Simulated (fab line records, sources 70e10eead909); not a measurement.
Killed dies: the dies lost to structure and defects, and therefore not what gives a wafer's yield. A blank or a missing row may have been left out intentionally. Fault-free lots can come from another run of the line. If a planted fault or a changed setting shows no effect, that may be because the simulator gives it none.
fab line records    flow nandHarc
record lots=13  wafers=39  lastDay=32
route steps=1302 shown P_M2@329 P_BONDPAD@351 END@1302
lots untouched by any fault: they come from a run of this same line in which no faults occurred
startH: hours from the record's first day to the start of the lot's first wafer shown    waitH: hours since the lot's step before    " as in the row above    L1.1+2: one row covering several wafers at once    - either no value or no given start    * or withheld: withheld    < > ~ a bound
route shown NAME@n: names a module that has steps shown in the file, with the first one's number in the route    usual: mean/standard deviation taken from wafers without a fault    same: alike in all rows    chamber/n: place in a boat    sites: each site's reading    _std_site: how widely they spread, as a standard deviation    _edge_site: outer sites' mean less inner sites'    radiusMm: for every site, how far away it sits from the centre of the wafer    mask NAME#n: copy n    behind: the tool/chamber that last shaped the wafer    hold: reason for holding the lot/hours on hold/outcome of the hold    device: which transistor (n, p or np) failed to switch    end of line: at the end of the route, the tests of the same wafers    step lacking rows: just its recipe    killed: the dies lost at the first sort to structure and to defects; this is not the yield of the wafer    map: shows each die of a wafer: x if killed, . if not, _ if none is there
set.NAME: the setting the step ran with; set.NAME@STEP: the setting that earlier step ran with    model.NAME: the simulator's own value behind a step, which no gauge read
steps of the route over a sample of lots; a table a step, a row a wafer
services: the hour from which a tool's chamber was out of use, counted from the record's first day as startH (under 0 if before that day), plus the number of hours and why
## steps
# step NHARC_P_M2_OVL_MEAS_10
# recipe pitchNm=340
# usual overlayXNm=0.1/0.75  overlayYNm=-0.1/0.73
lot.wafer  tool        chamber  startH  waitH  overlayXNm  overlayYNm
L349.1     overlay-02  -        163.41  -      0.2         1.1
L349.2     "           -        "       "      0.9         0.6
L349.6     "           -        "       "      0.2         1.3
L351.2     overlay-01  -        175.86  -      -1.2        0.9
L351.3     "           -        "       "      -0.9        0.2
L351.5     "           -        "       "      -0.8        -0.2
L352.3     overlay-02  -        189.93  -      0.1         2.2
L352.4     "           -        "       "      0.0         1.4
L352.6     "           -        "       "      -0.2        0.8
L353.4     overlay-01  -        192.01  -      0.8         0.0
L353.5     "           -        "       "      1.4         0.3
L353.6     "           -        "       "      0.9         -0.4
L354.1     overlay-02  -        197.86  -      -0.8        0.6
L354.2     "           -        "       "      -0.9        0.4
L354.5     "           -        "       "      -0.8        0.5
L355.2     overlay-01  -        211.66  -      0.0         0.2
L355.3     "           -        "       "      0.7         -0.4
L355.5     "           -        "       "      0.8         -0.2
L356.1     overlay-02  -        216.42  -      0.1         -0.1
L356.3     "           -        "       "      0.2         0.0
L356.5     "           -        "       "      0.5         0.7
L357.2     overlay-01  -        234.70  -      0.0         0.8
L357.3     "           -        "       "      -0.6        0.8
L357.6     "           -        "       "      -0.5        0.9
L358.2     overlay-02  -        240.42  -      -0.8        -0.7
L358.3     "           -        "       "      -0.9        -0.5
L358.6     "           -        "       "      -0.5        -1.2
L361.1     overlay-01  -        275.49  -      -0.2        -1.5
L361.2     "           -        "       "      0.2         -1.2
L361.4     "           -        "       "      0.2         -0.6
L362.3     overlay-02  -        280.93  -      1.2         -1.0
L362.4     "           -        "       "      0.4         -0.9
L362.5     "           -        "       "      1.2         -1.0
L364.3     overlay-01  -        306.14  -      0.7         0.4
L364.5     "           -        "       "      -0.1        0.8
L364.6     "           -        "       "      0.0         0.4
L365.2     overlay-01  -        311.52  -      1.1         -0.7
L365.4     "           -        "       "      0.9         0.2
L365.5     "           -        "       "      0.4         -1.0
# step NHARC_P_M2_DEGAS_29
# recipe tempC=250  timeS=60
# usual heaterPowerW=324/22
# same timeS=60
lot.wafer  tool           chamber  startH  waitH  heaterPowerW
L349.1     pvdSputter-01  -        164.52  -      305
L349.2     "              -        "       "      295
L349.6     "              -        "       "      325
L351.3     pvdSputter-01  -        176.99  -      290
L351.2     "              -        "       "      301
L351.5     "              -        "       "      327
L352.4     pvdSputter-03  -        191.08  -      367
L352.3     "              -        "       "      322
L352.6     "              -        "       "      308
L353.4     pvdSputter-03  -        193.23  -      370
L353.6     "              -        "       "      336
L353.5     "              -        "       "      361
L354.2     pvdSputter-03  -        198.98  -      372
L354.1     "              -        "       "      342
L354.5     "              -        "       "      364
L355.3     pvdSputter-02  -        212.77  -      315
L355.2     "              -        "       "      303
L355.5     "              -        "       "      296
L356.1     pvdSputter-01  -        217.53  -      294
L356.3     "              -        "       "      355
L356.5     "              -        "       "      322
L357.2     pvdSputter-02  -        235.83  -      314
L357.3     "              -        "       "      335
L357.6     "              -        "       "      320
L358.3     pvdSputter-01  -        241.54  -      330
L358.2     "              -        "       "      295
L358.6     "              -        "       "      326
L361.1     pvdSputter-02  -        276.65  -      312
L361.2     "              -        "       "      346
L361.4     "              -        "       "      308
L362.4     pvdSputter-03  -        282.08  -      312
L362.3     "              -        "       "      369
L362.5     "              -        "       "      314
L364.3     pvdSputter-02  -        307.28  -      302
L364.5     "              -        "       "      342
L364.6     "              -        "       "      329
L365.4     pvdSputter-02  -        312.64  -      305
L365.2     "              -        "       "      342
L365.5     "              -        "       "      309
# step NHARC_P_M2_ECD_22
# recipe targetThkA=4000  bathTempC=25  material=Cu
lot.wafer   tool      chamber  startH  waitH
L349.1+2+6  ecdCu-02  0,1,1    164.88  -
L351.2+3+5  ecdCu-01  1,0,0    177.33  -
L352.4+3+6  ecdCu-01  0,1,1    191.54  -
L353.4+6+5  ecdCu-02  0,0,1    193.84  -
L354.2+1+5  ecdCu-01  0,1,1    199.34  -
L355.2+3+5  ecdCu-02  1        213.13  -
L356.1+3+5  ecdCu-01  0,1,1    217.94  -
L357.2+3+6  ecdCu-02  0,1,1    236.23  -
L358.2+3+6  ecdCu-01  0        241.90  -
L361.2+1+4  ecdCu-02  0,1,1    277.00  -
L362.4+3+5  ecdCu-01  1,0,1    282.54  -
L364.3+6+5  ecdCu-02  1,0,1    307.77  -
L365.2+4+5  ecdCu-01  0        313.05  -
# step NHARC_P_M2_CMP_23
# recipe tOverpolishS=20  targetThkNm=144.3
# usual motorCurrentA=12.0/1.1  slurryFilterDpKPa=13.49/0.14  timeToEndpointS=28.6/2
lot.wafer  tool    chamber  startH  waitH  motorCurrentA  slurryFilterDpKPa  timeToEndpointS
L349.1     cmp-01  2        165.64  -      13.8           13.60              26.5
L349.2     "       0        "       "      11.5           13.56              27.8
L349.6     "       1        "       "      12.6           13.50              28.8
L351.2     cmp-02  0        178.08  -      13.2           13.38              35.0
L351.3     "       2        "       "      10.1           13.47              31.3
L351.5     "       3        "       "      11.0           13.40              30.4
L352.3     cmp-04  3        192.16  -      11.1           13.70              28.5
L352.4     "       1        "       "      11.2           13.56              26.6
L352.6     "       3        "       "      11.5           13.40              29.0
L353.4     cmp-01  0        194.52  -      11.0           13.43              28.7
L353.6     "       2        "       "      14.2           13.63              26.5
L353.5     "       3        "       "      12.5           13.52              27.3
L354.1     cmp-04  1        200.09  -      11.6           13.33              27.7
L354.2     "       3        "       "      11.7           13.41              27.1
L354.5     "       1        "       "      10.7           13.59              27.4
L355.2     cmp-04  2        213.87  -      11.6           13.34              26.6
L355.3     "       3        "       "      12.3           13.64              28.9
L355.5     "       2        "       "      12.0           13.58              26.5
L356.1     cmp-02  2        218.67  -      9.6            13.43              27.6
L356.3     "       3        "       "      11.4           13.23              29.7
L356.5     "       0        "       "      14.6           13.49              30.6
L357.2     cmp-02  3        236.93  -      11.4           13.36              28.2
L357.3     "       0        "       "      13.5           13.60              29.2
L357.6     "       2        "       "      9.9            13.28              28.6
L358.2     cmp-02  3        242.65  -      11.1           13.55              27.3
L358.3     "       2        "       "      10.5           13.45              29.7
L358.6     "       3        "       "      10.9           13.37              26.7
L361.1     cmp-01  2        277.82  -      13.7           13.55              28.0
L361.4     "       3        "       "      12.8           13.45              28.2
L361.2     "       0        "       "      11.7           13.54              26.2
L362.3     cmp-01  0        283.23  -      11.4           13.52              28.6
L362.4     "       1        "       "      12.7           13.46              30.1
L362.5     "       3        "       "      13.1           13.37              18.3
L364.3     cmp-01  2        308.40  -      13.5           13.48              25.9
L364.6     "       0        "       "      11.3           13.50              29.2
L364.5     "       1        "       "      12.8           13.38              26.8
L365.4     cmp-04  0        313.74  -      11.8           13.46              31.1
L365.2     "       2        "       "      12.1           13.70              28.2
L365.5     "       0        "       "      11.7           13.27              18.4
# step NHARC_P_BONDPAD_DEP_00
# recipe targetThkA=2500  tempC=370  targetThkNm=250  pressureTorr=3  flowSccm=200  rfW=450  material=SiCN
# usual heaterPowerW=567/75
lot.wafer  tool      chamber  startH  waitH  heaterPowerW
L349.1     pecvd-04  2        166.86  -      587
L349.2     "         0        "       "      673
L349.6     "         0        "       "      529
L351.3     pecvd-04  0        179.13  -      646
L351.2     "         1        "       "      490
L351.5     "         1        "       "      508
L352.3     pecvd-04  1        193.29  -      510
L352.4     "         2        "       "      572
L352.6     "         0        "       "      624
L353.4     pecvd-02  0        195.63  -      734
L353.5     "         1        "       "      536
L353.6     "         2        "       "      535
L354.2     pecvd-03  1        201.13  -      673
L354.1     "         2        "       "      532
L354.5     "         0        "       "      439
L355.3     pecvd-04  1        214.88  -      478
L355.2     "         2        "       "      593
L355.5     "         2        "       "      608
L356.1     pecvd-03  1        219.64  -      712
L356.3     "         2        "       "      512
L356.5     "         2        "       "      536
L357.2     pecvd-04  1        -       -      501
L357.3     "         2        "       "      537
L357.6     "         1        "       "      505
L358.2     pecvd-04  0        243.72  -      556
L358.3     "         1        "       "      488
L358.6     "         0        "       "      565
L361.2     pecvd-03  1        -       -      744
L361.1     "         2        "       "      514
L361.4     "         2        "       "      520
L362.3     pecvd-04  0        284.21  -      552
L362.4     "         0        "       "      557
L362.5     "         2        "       "      589
L364.3     pecvd-04  1        309.46  -      509
L364.5     "         0        "       "      484
L364.6     "         1        "       "      513
L365.2     pecvd-02  2        314.79  -      480
L365.4     "         2        "       "      475
L365.5     "         0        "       "      721
# step NHARC_END_SORT_01
# recipe tempC=25
# usual defectLimitedYield=91.9/2.7  killedAtArray=50/18  killedAtOther=0.8/1.1  killedAtPeriphery=4.1/2.9  killedDies=55/18  killedOpen=3.5/1.9  killedShort=2.4/1.5  sort_bin_2_pct=2.8/1.2  sort_bin_3_pct=0.6/0.37  sort_bin_4_pct=4.7/1.5  sortNPass=622/18  sortRimYieldPct=90/4.4  sortYieldPct=91.9/2.7
# same grossDies=677  sort_bin_5_pct[%]=0  sort_bin_6_pct[%]=0  sort_bin_7_pct[%]=0  sort_bin_8_pct[%]=0  sortRimNGross=106.00
lot.wafer  tool       chamber  startH  waitH  defectLimitedYield[%]  killedAtArray  killedAtOther  killedAtPeriphery  killedDies  killedOpen  killedShort  sort_bin_2_pct[%]  sort_bin_3_pct[%]  sort_bin_4_pct[%]  sortNPass  sortRimYieldPct[%]  sortYieldPct[%]
L352.3     prober-01  0        632.90  3.1    95.7                   22             3              4                  29          6           2            1.6                0.1                2.5                648        97                  95.7
L352.4     prober-01  0        633.69  3.4    95.6                   25             0              5                  30          4           5            1.2                0.3                3.0                647        94                  95.6
L352.6     prober-01  0        635.27  3.9    95.4                   28             1              2                  31          8           1            1.2                0.1                3.2                646        96                  95.4
L355.2     prober-02  0        647.51  2.8    90.7                   59             0              4                  63          6           5            3.5                0.4                5.3                614        87                  90.7
L355.3     prober-02  0        648.31  3.1    91.0                   56             2              3                  61          1           3            3.4                0.9                4.7                616        88                  91.0
L355.5     prober-02  0        649.91  3.7    90.5                   59             1              4                  64          8           3            3.1                0.6                5.8                613        82                  90.5
L356.1     prober-02  0        670.14  2.5    92.9                   45             0              3                  48          4           0            3.5                0.6                3.0                629        92                  92.9
L356.3     prober-02  0        671.77  3.1    90.5                   54             2              8                  64          4           2            3.7                0.4                5.3                613        87                  90.5
L356.5     prober-02  0        673.41  3.8    90.5                   59             3              2                  64          1           6            3.2                0.7                5.5                613        91                  90.5
L357.2     prober-01  0        678.82  2.9    92.8                   46             0              3                  49          2           2            3.1                0.1                4.0                628        92                  92.8
L357.3     prober-01  0        679.64  3.2    89.1                   67             0              7                  74          6           3            2.4                0.4                8.1                603        89                  89.1
L357.6     prober-01  0        682.07  4.1    89.8                   63             0              6                  69          4           2            4.4                0.7                5.0                608        88                  89.8
L358.2     prober-02  0        684.75  2.8    92.9                   42             1              5                  48          6           5            2.4                0.6                4.1                629        90                  92.9
L358.3     prober-02  0        685.56  3.1    94.1                   35             3              2                  40          3           3            2.7                0.1                3.1                637        91                  94.1
L358.6     prober-02  0        687.97  4.0    93.6                   42             0              1                  43          3           2            2.2                0.7                3.4                634        92                  93.6
L361.1     prober-01  0        718.69  2.5    95.6                   28             1              1                  30          8           1            0.9                0                  3.5                647        96                  95.6
L361.2     prober-01  0        719.49  2.8    95.0                   29             1              4                  34          4           1            1.3                0.4                3.2                643        94                  95.0
L361.4     prober-01  0        721.10  3.4    94.4                   35             0              3                  38          4           2            1.6                0.3                3.7                639        93                  94.4
L365.5     prober-01  0        757.81  3.7    90.5                   61             0              3                  64          4           0            3.5                0.4                5.5                613        86                  90.5
# killed by level:class
L352.3 A_CHANNEL_HOLE_D2:chamberFilmFlake=8 A_SLIT:chamberFilmFlake=4 THIN_TSV:chamberFilmFlake=3 A_CHANNEL_HOLE_D1:chamberFilmFlake=2 P_GATE:geometricParticle:open=1 P_M0:geometricParticle:open=1 P_GATE:chamberFilmFlake=1 P_M1:geometricParticle:open=1
L352.4 A_CHANNEL_HOLE_D2:chamberFilmFlake=8 A_CHANNEL_HOLE_D1:chamberFilmFlake=3 A_CONTACT:chamberFilmFlake=3 P_M1:geometricParticle:open=2 A_WL_FILL:geometricParticle:short=2 A_SLIT:chamberFilmFlake=2 A_WL_FILL:chamberFilmFlake=2 P_M0:geometricParticle:open=1
L352.6 A_CHANNEL_HOLE_D2:chamberFilmFlake=11 A_BLC:geometricParticle:open=2 A_CHANNEL_HOLE_D1:chamberFilmFlake=2 A_STAIRCASE:chamberFilmFlake=2 A_WL_FILL:chamberFilmFlake=2 A_CONTACT:chamberFilmFlake=2 P_M1:geometricParticle:open=1 P_M2:geometricParticle:short=1
L355.2 A_CHANNEL_HOLE_D1:chamberFilmFlake=23 A_CHANNEL_HOLE_D2:chamberFilmFlake=15 A_CONTACT:chamberFilmFlake=6 A_STAIRCASE:chamberFilmFlake=3 A_WL_FILL:chamberFilmFlake=2 P_STI:geometricParticle:short=1 P_CONTACT:geometricParticle:short=1 P_M0:geometricParticle:open=1
L355.3 A_CHANNEL_HOLE_D1:chamberFilmFlake=27 A_CHANNEL_HOLE_D2:chamberFilmFlake=11 A_CONTACT:chamberFilmFlake=10 A_STAIRCASE:chamberFilmFlake=4 THIN_TSV:chamberFilmFlake=2 P_CONTACT:geometricParticle:open=1 P_M2:geometricParticle:short=1 A_CHANNEL_FILL_D1:geometricParticle:short=1
L355.5 A_CHANNEL_HOLE_D1:chamberFilmFlake=23 A_CHANNEL_HOLE_D2:chamberFilmFlake=19 A_CONTACT:chamberFilmFlake=6 P_STI:geometricParticle:open=2 A_CHANNEL_FILL_D1:geometricParticle:short=2 A_CHANNEL_FILL_D1:geometricParticle:open=2 A_ONON_D1:geometricParticle:open=1 A_CHANNEL_FILL_D2:geometricParticle:open=1
L356.1 A_SLIT:chamberFilmFlake=21 A_CHANNEL_HOLE_D2:chamberFilmFlake=8 A_CHANNEL_HOLE_D1:chamberFilmFlake=4 A_CONTACT:chamberFilmFlake=4 P_M2:chamberFilmFlake=2 A_STAIRCASE:chamberFilmFlake=2 A_WL_FILL:chamberFilmFlake=2 P_CONTACT:geometricParticle:open=1
L356.3 A_SLIT:chamberFilmFlake=26 A_CHANNEL_HOLE_D2:chamberFilmFlake=16 P_M2:chamberFilmFlake=5 A_CHANNEL_HOLE_D1:chamberFilmFlake=4 P_CONTACT:geometricParticle:open=2 A_WL_FILL:chamberFilmFlake=2 A_CHANNEL_HOLE_D2:geometricParticle:open=1 A_BLC:geometricParticle:open=1
L356.5 A_SLIT:chamberFilmFlake=28 A_CHANNEL_HOLE_D2:chamberFilmFlake=15 A_CONTACT:chamberFilmFlake=5 THIN_TSV:chamberFilmFlake=3 A_DECK1_JOINT:geometricParticle:short=2 P_GATE:geometricParticle:open=1 A_ONON_D1:geometricParticle:short=1 A_CHANNEL_FILL_D2:geometricParticle:short=1
L357.2 A_SLIT:chamberFilmFlake=24 A_CHANNEL_HOLE_D2:chamberFilmFlake=9 A_CHANNEL_HOLE_D1:chamberFilmFlake=5 P_M0:chamberFilmFlake=3 A_ONON_D2:geometricParticle:open=2 A_CHANNEL_FILL_D1:geometricParticle:short=1 A_CHANNEL_FILL_D2:geometricParticle:short=1 A_ZERO_WELL:chamberFilmFlake=1
L357.3 A_SLIT:chamberFilmFlake=23 A_CHANNEL_HOLE_D1:chamberFilmFlake=13 A_CHANNEL_HOLE_D2:chamberFilmFlake=13 P_M0:chamberFilmFlake=5 A_CONTACT:chamberFilmFlake=5 A_CHANNEL_FILL_D2:geometricParticle:short=2 A_BLC:geometricParticle:open=2 A_WL_FILL:chamberFilmFlake=2
L357.6 A_SLIT:chamberFilmFlake=30 A_CHANNEL_HOLE_D1:chamberFilmFlake=8 A_CHANNEL_HOLE_D2:chamberFilmFlake=7 A_CONTACT:chamberFilmFlake=6 P_M0:chamberFilmFlake=5 A_ZERO_WELL:chamberFilmFlake=2 A_CHANNEL_FILL_D1:chamberFilmFlake=2 A_WL_FILL:chamberFilmFlake=2
L358.2 A_CHANNEL_HOLE_D1:chamberFilmFlake=26 A_STAIRCASE:chamberFilmFlake=4 P_CONTACT:geometricParticle:open=2 A_CHANNEL_FILL_D2:geometricParticle:short=2 A_SLIT:chamberFilmFlake=2 A_CONTACT:chamberFilmFlake=2 P_M0:geometricParticle:open=1 A_CHANNEL_HOLE_D1:geometricParticle:short=1
L358.3 A_CHANNEL_HOLE_D1:chamberFilmFlake=24 THIN_TSV:chamberFilmFlake=3 P_GATE:chamberFilmFlake=2 A_STAIRCASE:chamberFilmFlake=2 A_CHANNEL_HOLE_D1:geometricParticle:open=1 A_ONON_D2:geometricParticle:short=1 A_ONON_D2:geometricParticle:open=1 A_WL_FILL:geometricParticle:short=1
L358.6 A_CHANNEL_HOLE_D1:chamberFilmFlake=24 A_STAIRCASE:chamberFilmFlake=3 A_ZERO_WELL:chamberFilmFlake=2 A_SLIT:chamberFilmFlake=2 A_CHANNEL_FILL_D1:chamberFilmFlake=2 A_ONON_D1:geometricParticle:open=1 A_CHANNEL_HOLE_D1:geometricParticle:short=1 A_DECK1_JOINT:geometricParticle:open=1
L361.1 A_CHANNEL_HOLE_D1:chamberFilmFlake=7 A_DECK1_JOINT:chamberFilmFlake=6 A_CONTACT:chamberFilmFlake=3 A_M0:geometricParticle:open=2 A_SOURCE_PLATE:geometricParticle:open=1 A_ONON_D1:geometricParticle:open=1 A_ONON_D1:geometricParticle:short=1 A_DECK1_JOINT:geometricParticle:open=1
L361.2 A_SLIT:chamberFilmFlake=6 A_CONTACT:chamberFilmFlake=6 A_CHANNEL_HOLE_D1:chamberFilmFlake=4 A_STAIRCASE:chamberFilmFlake=3 P_ZERO_WELL:chamberFilmFlake=2 P_M1:chamberFilmFlake=2 A_CHANNEL_FILL_D1:chamberFilmFlake=2 A_DECK1_JOINT:chamberFilmFlake=2
L361.4 A_CONTACT:chamberFilmFlake=11 A_CHANNEL_HOLE_D1:chamberFilmFlake=6 A_DECK1_JOINT:chamberFilmFlake=3 A_SLIT:chamberFilmFlake=3 P_M0:geometricParticle:open=2 A_CHANNEL_FILL_D1:chamberFilmFlake=2 A_CHANNEL_HOLE_D2:chamberFilmFlake=2 A_STAIRCASE:chamberFilmFlake=2
L365.5 A_SLIT:chamberFilmFlake=25 A_CHANNEL_HOLE_D2:chamberFilmFlake=20 A_CONTACT:chamberFilmFlake=5 A_CHANNEL_HOLE_D1:chamberFilmFlake=5 A_STAIRCASE:chamberFilmFlake=2 P_M0:geometricParticle:open=1 A_CHANNEL_FILL_D2:geometricParticle:open=1 A_CONTACT:geometricParticle:open=1
## services
tool           chamber  startH  hours  kind
cmp-02         -        143.98  10.1   repair
ecdCu-02       -        146.10  2.9    repair
pvdSputter-03  -        153.83  7.6    repair
pecvd-04       -        158.54  2.2    repair
ecdCu-01       -        160.00  8.0    pm
pvdSputter-03  -        170.00  10.0   pm
cmp-04         -        175.22  2.4    repair
pvdSputter-02  -        182.06  2.1    repair
cmp-01         -        185.50  4.0    pm
pvdSputter-01  -        187.27  10.6   repair
cmp-02         -        189.54  1.1    repair
cmp-02         -        192.11  0.9    repair
cmp-01         -        199.50  0.4    repair
pecvd-04       2        204.97  5.7    repair
cmp-01         -        208.58  2.7    repair
cmp-04         -        209.00  4.0    pm
pvdSputter-03  -        222.02  7.3    repair
pvdSputter-01  -        226.00  10.0   pm
ecdCu-01       -        236.31  1.6    repair
ecdCu-02       -        244.53  8.0    pm
pecvd-04       -        269.06  13.0   pm
cmp-01         -        278.75  1.0    repair
pvdSputter-02  -        282.00  10.0   pm
cmp-01         -        283.50  4.0    pm
## key
firstSign step=NHARC_P_M2_CMP_23  reading=timeToEndpointS  direction=down  sigmas=5.1  usual=*  struck=*
effect none on later readings
metAt NHARC_P_M2_ECD_22
struckLots L362,L365
struckWafers L362.5,L365.5
sortLeftOut L362.5
notActingAt NHARC_P_M2_OVL_MEAS_10,NHARC_P_M2_DEGAS_29,NHARC_P_BONDPAD_DEP_00
onsetBetween 241.90 282.54
fault kind=processParameterDrift  tool=ecdCu-01  chamber=-  onsetH=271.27  steps=NHARC_P_M2_ECD_22  channel=targetThkA  offset=*  shape=step  endH=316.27  scope=struckWafersOnly  actsIn=*  stated=*
# sortLeftOut: the simulated sort isn't trusted on such a fault, so these wafers' sort isn't shown, and their yield isn't known
